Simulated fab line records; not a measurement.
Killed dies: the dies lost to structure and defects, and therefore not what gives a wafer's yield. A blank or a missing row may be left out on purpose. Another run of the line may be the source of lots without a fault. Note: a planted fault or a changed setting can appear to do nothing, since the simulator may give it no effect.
Chamber matching + flow n5 finfet + rie diel-05 running N5_BEOL_M15_DESCUM_15: 3 sister chambers
The step chemistry O2, time 7.9 s. 6 wafers are shown with their chamber, then 7 later ones without.

== WAFERS PAIRED WITH THEIR CHAMBERS ==
| wafer  | chamber | throttle valve pct (%) | drypump motor current A (A) |
|--------|---------|------------------------|-----------------------------|
| L077.3 | 3       | 20.78                  | 6.4                         |
| L077.4 | 3       | 20.78                  | 6.4                         |
| L081.5 | 2       | 20.30                  | 5.9                         |
| L085.1 | 1       | 20.28                  | 5.6                         |
| L085.4 | 2       | 20.31                  | 5.9                         |
| L085.5 | 1       | 20.29                  | 5.7                         |

== WAFERS WHOSE CHAMBER IS MISSING ==
| wafer  | throttle valve pct (%) | drypump motor current A (A) |
|--------|------------------------|-----------------------------|
| L086.2 | 20.33                  | 5.9                         |
| L086.5 | 20.83                  | 6.4                         |
| L090.3 | 20.30                  | 5.6                         |
| L090.5 | 20.34                  | 5.9                         |
| L090.6 | 20.28                  | 5.7                         |
| L096.1 | 20.32                  | 5.6                         |
| L096.2 | 20.84                  | 6.4                         |

== EACH ONE'S CHAMBER ==
| wafer  | from the rows above     | in truth |
|--------|-------------------------|----------|
| L086.2 | 2                       | 2        |
| L086.5 | 3                       | 3        |
| L090.3 | 1                       | 1        |
| L090.5 | 2                       | 2        |
| L090.6 | 1                       | 1        |
| L096.1 | can't be placed: 1 or 2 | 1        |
| L096.2 | 3                       | 3        |
Placed correctly: 6 of 7. Not placeable from these rows: 1 (in 1, the candidates include the true chamber). Number placed wrongly: 0.
How it was worked out, from the rows above alone: a wafer's distance from a chamber is the root of the sum, over the readings, of the square of ((its reading less the chamber's mean) divided by the reading's scatter). If the next closest chamber is less than 2 further off than the closest, the wafer can't be placed; otherwise it belongs to the closest. A chamber's mean is the mean of its shown wafers. The scatter: take each reading less its chamber's mean, square it, sum over the shown wafers, divide by the number of wafers less the number of chambers, and take the root.
